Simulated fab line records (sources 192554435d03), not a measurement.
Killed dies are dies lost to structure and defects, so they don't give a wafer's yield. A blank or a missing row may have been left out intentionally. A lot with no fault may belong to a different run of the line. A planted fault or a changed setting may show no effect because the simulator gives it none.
fab line records	flow n5-finfet	part 2 of 2: steps 5 to 6 of 6
record lots=17	wafers=51	last-day=18
route steps=1938 shown DUMMY_GATE@231 SD_EPI_N@277 ILD0@335
lots untouched by any fault: they come from a run of this same line in which no faults occurred
start-h: hours from the record's opening day to when the first of the lot's shown wafers began	wait-h: hours since the lot's step before	" the same as in the row above	L1.1+2: several wafers, shown together as one row	- no value, or no start given	* or withheld: withheld	< > ~ a bound
route shown NAME@n: NAME is a module with steps in the file, n the number in the route of the first one	usual: mean/standard deviation of fault-free wafers	same: alike in all rows	chamber/n: place in a boat	sites: each site's reading	_std_site: the standard deviation of these	_edge_site: outer sites' mean less inner sites'	radius-mm: for every site, how far away it sits from the centre of the wafer	mask NAME#n: copy n	behind: the tool/chamber that last shaped the wafer	hold: why the lot went on hold/how many hours it stayed there/how the hold came to an end	device: the n, p or np transistor that did not switch	end of line: the route-end tests of the same wafers	a step given without rows: its recipe and nothing more	killed: not the wafer's yield, but the dies lost to structure and defects at the first sort	map: dies across one wafer; x = killed, . = not, _ = none there
set.NAME: the setting that was run; set.NAME@STEP: the one run at that earlier step	model.NAME: the simulator's own value behind a step, which no gauge read
the route's steps for a sample of lots (tables are steps, rows are wafers)
services: the hour from which a tool's chamber was out of use, counted from the record's first day as start-h (under 0 if before that day), plus the number of hours and why
## steps
# step N5_SD_EPI_N_ETCH_16
# recipe chemistry=CHF3/O2	target=SiO2	target-depth-a=50	mask-material=SOC	pressure-mtorr=30	source-w=650	bias-w=170	Ar_flow_sccm=200	CHF3_flow_sccm=50	O2_flow_sccm=5	ion-energy-ev=200
# usual chamber-pressure-mTorr=29.998/0.027	drypump-motor-current-A=5.8/0.46	oes_ar_750_au=0.82/0.07	oes_f_703_au=0.81/0.071	oes-product-au=0.82/0.072	rf-vpp-V=525/11	showerhead-plenum-p-Torr=2.39/0.069	throttle-valve-pct=18.85/0.14
lot.wafer	tool	chamber	start-h	wait-h	chamber-pressure-mTorr	drypump-motor-current-A	oes_ar_750_au	oes_f_703_au	oes-product-au	rf-hours-counter-h	rf-vpp-V	showerhead-plenum-p-Torr	throttle-valve-pct
L074.3	rie-diel-02	3	50.97	0.1	30.012	5.9	0.81	0.80	0.81	84	539	2.55	18.57
L074.4	"	3	"	"	29.992	5.9	0.80	0.80	0.81	-	538	2.55	18.56
L074.6	"	0	"	"	30.021	5.3	0.74	0.72	0.74	-	525	2.42	18.97
L075.1	rie-diel-02	1	55.33	0.1	30.004	6.1	0.81	0.80	0.81	92	516	2.33	18.88
L075.3	"	0	"	"	30.006	5.2	0.74	0.73	0.74	150	526	2.42	19.00
L075.5	"	1	"	"	30.025	6.1	0.80	0.80	0.81	-	516	2.33	18.89
L076.3	rie-diel-04	1	61.98	0.1	29.967	5.4	0.81	0.81	0.80	105	515	2.32	18.79
L076.5	"	1	"	"	30.007	5.4	0.81	0.82	0.79	-	516	2.32	18.78
L076.6	"	2	"	"	30.017	4.7	0.95	0.94	0.95	-	531	2.46	18.57
L077.1	rie-diel-02	1	68.31	0.1	30.026	6.2	0.80	0.79	0.79	98	518	2.33	18.89
L077.2	"	0	"	"	29.984	5.2	0.73	0.72	0.73	156	526	2.42	18.99
L077.6	"	2	"	"	29.967	5.7	0.98	0.98	0.99	-	503	2.38	18.98
L079.2	rie-diel-04	3	80.58	0.1	29.941	5.5	0.89	0.87	0.88	28	533	2.48	18.91
L079.3	"	1	"	"	29.947	5.4	0.80	0.80	0.79	112	516	2.32	18.80
L079.6	"	2	"	"	30.017	4.7	0.92	0.93	0.92	-	531	2.45	18.58
L080.1	rie-diel-01	0	85.30	0.1	30.006	6.3	0.91	0.92	0.90	24	507	2.36	18.84
L080.2	"	2	"	"	29.997	5.6	0.79	0.78	0.81	83	535	2.44	18.82
L080.3	"	1	"	"	30.006	5.1	0.70	0.70	0.69	229	520	2.28	19.13
L082.4	rie-diel-01	1	97.42	0.1	29.996	5.0	0.70	0.70	0.69	234	520	2.28	19.13
L082.5	"	1	"	"	29.974	5.0	0.70	0.71	0.69	-	519	2.28	19.15
L082.6	"	0	"	"	30.031	6.2	0.90	0.92	0.89	-	510	2.36	18.84
L083.3	rie-diel-01	3	104.71	0.1	30.061	6.2	0.80	0.79	0.81	83	536	2.35	18.83
L083.4	"	0	"	"	30.006	6.2	0.90	0.90	0.88	-	508	2.36	18.84
L083.6	"	3	"	"	30.008	6.1	0.80	0.78	0.81	-	537	2.35	18.81
L084.1	rie-diel-01	2	114.84	0.1	30.011	5.7	0.78	0.76	0.80	98	535	2.43	18.84
L084.4	"	2	"	"	30.019	5.7	0.78	0.76	0.80	-	535	2.43	18.83
L084.6	"	0	"	"	30.020	6.2	0.88	0.89	0.88	-	509	2.36	18.84
L085.2	rie-diel-02	0	115.80	0.1	29.942	5.2	0.72	0.71	0.71	174	525	2.41	19.00
L085.3	"	1	"	"	30.004	6.2	0.78	0.78	0.78	117	517	2.32	18.92
L085.4	"	3	"	"	29.995	5.9	0.78	0.78	0.78	111	538	2.54	18.61
L086.1	rie-diel-04	2	122.96	0.1	30.031	4.7	0.92	0.91	0.92	22	532	2.45	18.58
L086.2	"	3	"	"	30.022	5.5	0.86	0.86	0.87	34	532	2.48	18.94
L086.3	"	1	"	"	29.968	5.4	0.79	0.79	0.78	118	517	2.32	18.83
L087.1	rie-diel-01	2	128.06	0.1	29.982	5.6	0.77	0.76	0.79	107	534	2.43	18.86
L087.4	"	0	"	"	29.972	6.2	0.87	0.88	0.86	-	508	2.36	18.86
L087.5	"	0	"	"	29.970	6.2	0.87	0.88	0.87	-	509	2.36	18.88
L088.1	rie-diel-02	3	136.93	0.1	29.949	5.9	0.77	0.76	0.77	120	537	2.53	18.63
L088.3	"	2	"	"	30.022	5.7	0.90	0.89	0.91	32	503	2.37	19.04
L088.6	"	2	"	"	30.021	5.7	0.90	0.89	0.90	-	505	2.37	19.03
L089.3	rie-diel-01	0	141.60	0.1	29.998	6.2	0.86	0.86	0.85	51	507	2.35	18.87
L089.4	"	1	"	"	29.988	5.0	0.69	0.70	0.68	242	521	2.28	19.14
L089.6	"	3	"	"	29.999	6.2	0.78	0.76	0.80	-	539	2.34	18.83
L090.2	rie-diel-04	0	147.19	0.1	29.986	6.1	0.88	0.86	0.90	24	525	2.38	18.86
L090.4	"	3	"	"	30.014	5.5	0.86	0.85	0.85	41	533	2.47	18.94
L090.6	"	0	"	"	30.037	6.2	0.88	0.86	0.90	-	525	2.38	18.86
L091.2	rie-diel-01	3	153.10	0.1	29.996	6.2	0.78	0.76	0.79	104	537	2.34	18.85
L091.4	"	0	"	"	30.042	6.3	0.85	0.86	0.85	55	507	2.35	18.87
L091.5	"	2	"	"	30.010	5.6	0.76	0.75	0.78	-	535	2.43	18.87
L092.1	rie-diel-01	3	159.38	0.1	29.964	6.2	0.78	0.76	0.78	106	537	2.34	18.85
L092.2	"	0	"	"	29.985	6.2	0.86	0.86	0.84	57	508	2.35	18.88
L092.5	"	0	"	"	30.009	6.2	0.85	0.86	0.84	-	508	2.35	18.87
# step N5_ILD0_LINER_00
# recipe material=SiNx	target-thk-a=40	temp-c=400	ald-precursor-family=SiH2I2	ald-co-reactant=N2/H2-plasma	pulse-time-s=1	purge-time-s=2	co-reactant-purge-time-s=2	ald-cycles=80	pressure-torr=2
# usual chamber-pressure-Torr=2.000/0.0044	heater-power-w=861/88	precursor-pulse-height-rel=0.998/0.019	susceptor-temp-C=400.00/0.22
lot.wafer	tool	chamber	start-h	wait-h	chamber-pressure-Torr	heater-power-w	precursor-pulse-height-rel	since-wet-clean-h	susceptor-temp-C
L074.3	ald-sin-01	1	59.84	0.2	1.999	981	0.981	157	400.11
L074.4	"	3	"	"	1.996	989	1.009	157	400.19
L074.6	"	2	"	"	2.000	892	0.976	-	399.73
L075.1	ald-sin-01	0	65.21	0.0	1.999	769	1.020	162	400.35
L075.3	"	3	"	"	2.009	1027	1.028	162	399.97
L075.5	"	1	"	"	1.994	986	1.025	-	399.86
L076.3	ald-sin-04	2	71.18	0.2	2.004	886	0.962	261	399.43
L076.5	"	0	"	"	1.997	899	0.995	-	400.06
L076.6	"	2	"	"	1.999	882	1.026	-	399.80
L077.1	ald-sin-04	0	80.08	0.2	1.998	913	0.991	269	400.24
L077.2	"	2	"	"	1.996	904	1.000	269	400.31
L077.6	"	0	"	"	2.000	908	0.984	-	399.87
L079.2	ald-sin-04	1	92.50	1.5	2.001	792	0.991	282	400.18
L079.3	"	0	"	"	2.001	872	1.009	282	399.88
L079.6	"	2	"	"	1.995	884	0.969	-	399.93
L080.1	ald-sin-04	1	93.72	0.0	1.997	760	1.005	283	399.55
L080.2	"	0	"	"	1.997	884	1.006	283	399.67
L080.3	"	2	"	"	2.000	855	0.999	283	399.89
L082.4	ald-sin-01	1	106.74	0.9	1.995	978	1.018	204	399.94
L082.5	"	0	"	"	2.000	764	0.987	-	400.17
L082.6	"	3	"	"	2.001	1001	0.975	-	400.47
L083.3	ald-sin-02	0	113.46	0.2	1.995	823	1.019	14	399.80
L083.4	"	3	"	"	1.999	789	0.998	14	399.92
L083.6	"	1	"	"	2.000	973	0.998	-	400.00
L084.1	ald-sin-02	1	123.99	0.0	1.990	935	1.018	24	400.01
L084.4	"	0	"	"	2.000	831	0.985	24	399.99
L084.6	"	3	"	"	2.005	794	0.999	-	399.97
L085.2	ald-sin-02	3	125.24	0.0	2.003	793	0.987	25	400.15
L085.3	"	2	"	"	1.997	706	0.976	25	399.78
L085.4	"	1	"	"	1.996	947	1.003	25	400.42
L086.1	ald-sin-02	3	131.49	0.0	2.006	765	1.007	32	400.25
L086.2	"	1	"	"	1.998	957	0.989	32	400.15
L086.3	"	0	"	"	1.998	830	1.006	32	400.14
L087.1	ald-sin-02	0	136.94	0.0	2.004	825	0.976	37	399.95
L087.4	"	1	"	"	1.997	943	0.992	37	399.68
L087.5	"	2	"	"	2.004	710	1.017	-	399.84
L088.1	ald-sin-02	1	145.34	0.0	2.006	931	0.973	45	400.55
L088.3	"	0	"	"	2.000	820	0.999	45	400.09
L088.6	"	1	"	"	2.001	949	1.015	-	400.03
L089.3	ald-sin-04	3	150.00	0.0	1.999	921	1.016	339	400.06
L089.4	"	1	"	"	2.005	793	0.985	339	399.83
L089.6	"	3	"	"	2.000	918	0.972	-	400.40
L090.2	ald-sin-01	1	155.76	0.0	1.999	997	0.962	253	400.07
L090.4	"	2	"	"	2.004	901	0.958	253	400.13
L090.6	"	2	"	"	1.994	883	0.984	-	399.97
L091.2	ald-sin-02	0	163.86	0.0	2.002	829	1.009	64	400.17
L091.4	"	2	"	"	2.007	687	1.034	64	400.20
L091.5	"	1	"	"	2.009	989	1.026	-	399.88
L092.1	ald-sin-01	0	172.68	0.1	1.997	774	0.993	270	399.72
L092.2	"	1	"	"	1.999	1000	0.994	270	400.38
L092.5	"	0	"	"	2.003	778	0.990	-	400.02
## services
tool	chamber	start-h	hours	kind
rie-diel-05	2	35.38	8.6	repair
rie-diel-05	-	46.87	0.3	repair
rie-diel-04	3	58.26	5.1	repair
rie-diel-01	0	61.42	4.9	repair
rie-diel-02	-	63.20	0.4	repair
ald-sin-04	3	67.01	5.7	repair
ald-sin-01	3	71.05	3.9	repair
rie-diel-05	2	72.79	5.3	repair
rie-diel-06	0	85.75	15.1	repair
rie-diel-04	2	85.92	7.1	repair
ald-sin-02	-	86.02	14.0	pm
rie-diel-01	0	90.34	2.5	repair
rie-diel-06	2	92.67	2.6	repair
rie-diel-04	-	93.97	28.1	pm
ald-sin-01	-	107.66	6.1	pm
rie-diel-03	2	120.54	4.1	repair
rie-diel-01	3	123.27	6.5	repair
rie-diel-02	0	128.23	12.0	repair
rie-diel-04	-	131.45	0.3	repair
ald-sin-04	0	136.29	5.6	repair
rie-diel-03	-	157.42	0.6	repair
rie-diel-01	1	162.05	-	clean
rie-diel-01	1	162.05	-	consumable-replace:focus-ring
rie-diel-01	1	162.05	-	consumable-replace:showerhead
